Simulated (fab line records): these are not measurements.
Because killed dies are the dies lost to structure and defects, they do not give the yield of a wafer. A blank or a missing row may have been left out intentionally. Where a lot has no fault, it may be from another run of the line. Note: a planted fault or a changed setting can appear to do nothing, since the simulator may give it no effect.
The same fault as seen by 3 desks | flow n5Finfet | what lay behind the numbers comes last; until then each desk has only its own

== THE METROLOGY DESK ==
What the gauges read for every lot (on any tool): the sampled wafers with a number, averaged. Marked OUT: a lot whose mean sits more than 4 standard deviations from the usual mean, which makes it out of limits; the brackets give that distance. Shown here are 7 of its 23 readings, the ones lying furthest out on some lot.
Columns: A = COMB_M5 at N5_BEOL_M15_RC_MEAS_101, usual 3.8e-11 S/m; B = COMB_M8 at N5_BEOL_M15_RC_MEAS_101, usual 2.6e-11 S/m; C = SERP_M10 at N5_BEOL_M15_RC_MEAS_101, usual 3.04 ohm/um; D = SERP_M11 at N5_BEOL_M15_RC_MEAS_101, usual 3.05 ohm/um; E = SERP_M13 at N5_BEOL_M15_RC_MEAS_101, usual 0.309 ohm/um; F = SERP_M7 at N5_BEOL_M15_RC_MEAS_101, usual 13.6 ohm/um; G = SERP_M8 at N5_BEOL_M15_RC_MEAS_101, usual 13.6 ohm/um
lot  | first seen here | A       | B       | C    | D    | E     | F    | G
L313 | day 12 08:20    | 4.2e-11 | 2.2e-11 | 3.05 | 3.24 | 0.310 | 13.7 | 12.9
L317 | day 13 07:01    | 4.9e-11 | 3.0e-11 | 3.03 | 3.13 | 0.306 | 14.4 | 13.4
L329 | day 15 18:10    | 3.2e-11 | 2.4e-11 | 3.07 | 2.92 | 0.309 | 13.7 | 13.4
L327 | day 15 19:55    | 3.9e-11 | 2.2e-11 | 3.05 | 2.99 | 0.300 | 13.5 | 13.9
L330 | day 16 19:16    | 3.2e-11 | 3.5e-11 | 3.07 | 2.97 | 0.307 | 13.5 | 13.4
L336 | day 17 20:35    | 3.5e-11 | 2.6e-11 | 3.15 | 2.90 | 0.302 | 13.0 | 13.7
This desk's verdict: no lot among the 6 shows anything out of limits.

== TOOL OWNER'S DESK, pvdSputter-01 ==
At N5_MIM_BOT_SPUTTER_00 (material TiN, target thk 35 nm, time 89.7 s) the tool's own readings: per lot run on this tool, the mean of the sampled wafers that have a number. Marked OUT: a lot whose mean sits more than 4 standard deviations from the usual mean, which makes it out of limits; the brackets give that distance.
Columns: A = cathodeDcPowerW at N5_MIM_BOT_SPUTTER_00, usual 3000.0 W; B = throttleValvePct at N5_MIM_BOT_SPUTTER_00, usual 29.6 %
lot  | first seen here | A      | B
L329 | day 15 21:09    | 2999.7 | 29.5
L327 | day 15 23:53    | 3000.0 | 29.6
This desk's verdict: no lot among the 2 shows anything out of limits.

== THE DEFECT DESK ==
For each lot, the counts of the inspections along the route, averaged over the sampled wafers that have a number. Marked OUT: a lot whose mean sits more than 4 standard deviations from the usual mean, which makes it out of limits; the brackets give that distance.
Columns: A = rawDefectCount at N5_BEOL_M15_INSPECT_55, usual 65
lot  | first seen here | A
L313 | day 12 08:29    | 84
L317 | day 13 07:11    | 46
L329 | day 15 18:20    | 49
L327 | day 15 20:04    | 79
L330 | day 16 19:25    | 60
L336 | day 17 20:46    | 56
This desk's verdict: no lot among the 6 shows anything out of limits.

== TAKEN TOGETHER ==
Metrology desk: nothing out of limits seen.
The tool owner's desk saw nothing out of limits.
Nothing out of limits was seen by the defect desk.

== WHAT THE SIMULATOR PUT IN ==
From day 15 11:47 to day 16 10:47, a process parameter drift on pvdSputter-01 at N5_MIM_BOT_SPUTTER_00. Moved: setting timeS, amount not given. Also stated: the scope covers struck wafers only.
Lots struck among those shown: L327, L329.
